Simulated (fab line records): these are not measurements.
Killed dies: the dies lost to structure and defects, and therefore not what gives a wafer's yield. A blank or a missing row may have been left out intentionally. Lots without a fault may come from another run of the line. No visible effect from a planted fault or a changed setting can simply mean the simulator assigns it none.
Split-lot experiment | flow n5Finfet | route with 1938 steps; 7 lots, 21 wafers read

## THE SPLIT ITSELF
At N5_BEOL_M0_SAQP_COAT_81 (time 60 s, resist thk 100 nm), the setting spinRpm was moved away from the recipe's 1500 rpm on 9 of the 21 wafers read, by -3.1% to +10.8%. The other wafers ran this setting at the recipe's value.

## FROM THE SPLIT TO THE READING: what the file shows between them, 9 steps
- N5_BEOL_M0_SAQP_COAT_82: time 60 s, resist thk 30 nm (also split here: timeS)
- N5_BEOL_M0_SAQP_COAT_08: resist thk 90 nm
- N5_BEOL_M0_SAQP_EBR_10
- N5_BEOL_M0_SAQP_DESCUM_19: chemistry O2, time 7.9 s
- N5_BEOL_M0_SAQP_ETCH_83: etches SiARC in CF4, target depth 39 nm, time 65 s
- N5_BEOL_M0_SAQP_ETCH_84: etches SOC in N2/H2, target depth 100 nm, overetch 20 nm, time 150 s
- N5_BEOL_M0_SAQP_STRIP_80: strips in N2/H2
- N5_BEOL_M0_SAQP_HM_OPEN_112: chemistry CHF3/O2, target SiO2, stops on a-Si, target depth 12 nm, time 13.5 s
- N5_BEOL_M0_SAQP_STRIP_113: strips in CHF3/O2

## THE READING
SOC_of_BEOL_M0_SAQP_COAT_81.thkNm (the simulator's own value, which no gauge read), in nm, at N5_BEOL_M0_SAQP_MANDREL_ETCH_20 (etches a-Si in HBr/Cl2, stops on SiNx, target depth 60 nm, bt time 10 s, time 30 s). The file gives no usual value for it. The 12 wafers here that ran the recipe average 75.8 nm, standard deviation 0.34 nm.

wafer  | tool, chamber at the split | spinRpm as run, rpm | against the recipe | SOC_of_BEOL_M0_SAQP_COAT_81.thkNm, nm | against lot-mates on the recipe
L075.1 | lithoTrack-01, 0           | 1500                | recipe             | 76.2                                  | -
L075.3 | lithoTrack-01, 0           | 1454                | -3.1%              | 77                                    | +0.8
L075.4 | lithoTrack-01, 0           | 1454                | -3.1%              | 77.4                                  | +1.2
L077.2 | lithoTrack-03, 0           | 1586                | +5.7%              | 72.8                                  | -2.8
L077.4 | lithoTrack-03, 0           | 1500                | recipe             | 75.6                                  | -
L077.6 | lithoTrack-03, 0           | 1586                | +5.7%              | 73.4                                  | -2.2
L084.1 | lithoTrack-01, 0           | 1500                | recipe             | 76.2                                  | -
L084.3 | lithoTrack-01, 0           | 1500                | recipe             | 76.2                                  | -
L084.2 | lithoTrack-01, 0           | 1500                | recipe             | 75.8                                  | -
L088.2 | lithoTrack-03, 0           | 1500                | recipe             | 75.4                                  | -
L088.3 | lithoTrack-03, 0           | 1500                | recipe             | 76                                    | -
L088.6 | lithoTrack-03, 0           | 1500                | recipe             | 75.8                                  | -
L089.1 | lithoTrack-02, 0           | 1500                | recipe             | 75.6                                  | -
L089.5 | lithoTrack-02, 0           | 1588                | +5.9%              | 73                                    | -2.6
L089.6 | lithoTrack-02, 0           | 1588                | +5.9%              | 73                                    | -2.6
L091.1 | lithoTrack-02, 0           | 1500                | recipe             | 75                                    | -
L091.2 | lithoTrack-02, 0           | 1563                | +4.2%              | 73.4                                  | -2.0
L091.3 | lithoTrack-02, 0           | 1500                | recipe             | 75.8                                  | -
L092.1 | lithoTrack-03, 0           | 1662                | +10.8%             | 71                                    | -4.8
L092.2 | lithoTrack-03, 0           | 1662                | +10.8%             | 70.6                                  | -5.2
L092.3 | lithoTrack-03, 0           | 1500                | recipe             | 75.8                                  | -

THE FIT
A straight line over all 21 wafers: SOC_of_BEOL_M0_SAQP_COAT_81.thkNm changes by -0.467 nm for each +1% of spinRpm; r = -0.99; the points scatter about the line by 0.32 nm.
The same after taking each lot's own level away (the mean of its wafers on the recipe; 21 wafers): -0.443 nm for each +1%; r = -0.99; scatter 0.26 nm.
That fit puts the effect of the largest move of spinRpm on the reading at 4.8 nm.
The lots' own levels span 75.40 to 76.20 nm, that is 2.3 times the standard deviation above.
Hence the lot-to-lot level has little effect on the slope; both slopes agree.
Check: with one of the wafers moved furthest among these (+10.8%) left out of the fit, the line predicts -4.86 nm for it against its lot-mates. Against them it came out at -4.8 nm.

## THESE WAFERS: OTHER SPLITS
Before the reading, these wafers also passed through other splits. Each is held against what the fit with the lots' levels taken away leaves over:
other split on the same wafers | wafers away from the commonest value | r with SOC_of_BEOL_M0_SAQP_COAT_81.thkNm (lot level and that fit taken away)
N5_BEOL_M0_SAQP_COAT_82 timeS  | 7                                    | +0.02

## THE WHOLE CHAIN: every reading that the file lists as answering this split, in the file's order
step                            | what it does                                                                       | reading                                                                            | change (the file's fit)               | r (the file's)
N5_BEOL_M0_SAQP_COAT_81         | time 60 s, resist thk 100 nm                                                       | SOC_of_BEOL_M0_SAQP_COAT_81.thkNm (the simulator's own value, which no gauge read) | -0.465 nm for each +1% of the setting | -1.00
N5_BEOL_M0_SAQP_ETCH_84         | etches SOC in N2/H2, target depth 100 nm, overetch 20 nm, time 150 s               | etch.depthNm (the simulator's own value, which no gauge read)                      | -0.464 nm for each +1% of the setting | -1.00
N5_BEOL_M0_SAQP_MANDREL_ETCH_20 | etches a-Si in HBr/Cl2, stops on SiNx, target depth 60 nm, bt time 10 s, time 30 s | SOC_of_BEOL_M0_SAQP_COAT_81.thkNm (the simulator's own value, which no gauge read) | -0.451 nm for each +1% of the setting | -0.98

## THE FILE'S OWN FIT
SOC_of_BEOL_M0_SAQP_COAT_81.thkNm changes by -0.451 nm for each +1% of spinRpm, r = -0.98.
